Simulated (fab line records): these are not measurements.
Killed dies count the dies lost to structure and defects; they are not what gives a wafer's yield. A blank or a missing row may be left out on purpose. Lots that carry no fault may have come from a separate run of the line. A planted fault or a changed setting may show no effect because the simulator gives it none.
One fault seen from 3 desks	flow n5_finfet	what lay behind the numbers comes last; until then each desk has only its own

== THE DEFECT DESK ==
Lot by lot, what the route's inspections counted, given as the mean of those sampled wafers with a number. The brackets show how far a lot's mean lies from the usual mean; more than 4 standard deviations puts the lot out of limits, marked OUT.
Columns: A = raw_defect_count at N5_BEOL_M9_INSPECT_13, usual 411
lot	first seen here	A
L235	day 10 06:25	459
L239	day 11 14:52	388
L241	day 12 02:19	472
L244	day 12 16:06	363
L248	day 13 08:35	280
L250	day 13 17:53	434
L254	day 15 16:38	549
This desk's verdict: no lot among the 7 shows anything out of limits.

== FOR THE TOOL OWNER'S DESK: rie_diel-01 ==
The tool's own readings at N5_BEOL_M9_ETCH_62 (etches SOC in N2/H2, target depth 110 nm, overetch 22 nm, time 165 s): means of the sampled wafers that have a number, for each lot that ran on this tool. The brackets show how far a lot's mean lies from the usual mean; more than 4 standard deviations puts the lot out of limits, marked OUT.
Columns: A = drypump_motor_current_A at N5_BEOL_M9_ETCH_62, usual 5.9 A; B = oes_product_au at N5_BEOL_M9_ETCH_62, usual 0.69 a.u.; C = rf_vpp_V at N5_BEOL_M9_ETCH_62, usual 524.2 V; D = showerhead_plenum_p_Torr at N5_BEOL_M9_ETCH_62, usual 2.56 Torr; E = throttle_valve_pct at N5_BEOL_M9_ETCH_62, usual 17.77 %
lot	first seen here	A	B	C	D	E
L239	day 11 15:08	5.7	0.68	522.4	2.52	17.93
L241	day 12 02:50	5.9	0.68	525.8	2.60	17.77
L244	day 12 16:19	5.8	0.70	521.8	2.46	17.92
L248	day 13 08:53	6.3	0.77	526.3	2.59	17.34
L254	day 15 16:45	5.6	0.75	523.9	2.54	17.92
This desk's verdict: no lot among the 5 shows anything out of limits.

== THE METROLOGY DESK ==
What the gauges read, lot by lot, whatever tool the lot ran on: means of the sampled wafers that have a number. The brackets show how far a lot's mean lies from the usual mean; more than 4 standard deviations puts the lot out of limits, marked OUT.
Columns: A = cd_nm at N5_BEOL_M9_CD_MEAS_11, usual 64.1 nm; B = M9_OVL at N5_BEOL_M9_OVL_MEAS_12, usual 0.2 nm
lot	first seen here	A	B
L235	day 10 06:22	64.1	0.1
L239	day 11 14:49	64.2	-0.7
L241	day 12 02:16	63.8	0.3
L244	day 12 16:02	63.6	-0.3
L248	day 13 08:32	64.3	1.0
L250	day 13 17:50	64.5	1.3
L254	day 15 16:35	64.1	0.2
This desk's verdict: no lot among the 7 shows anything out of limits.

== PUT TOGETHER ==
The defect desk saw nothing out of limits.
Nothing out of limits was seen by the tool owner's desk.
The metrology desk saw nothing out of limits.

== WHAT THE SIMULATOR HAD INSERTED ==
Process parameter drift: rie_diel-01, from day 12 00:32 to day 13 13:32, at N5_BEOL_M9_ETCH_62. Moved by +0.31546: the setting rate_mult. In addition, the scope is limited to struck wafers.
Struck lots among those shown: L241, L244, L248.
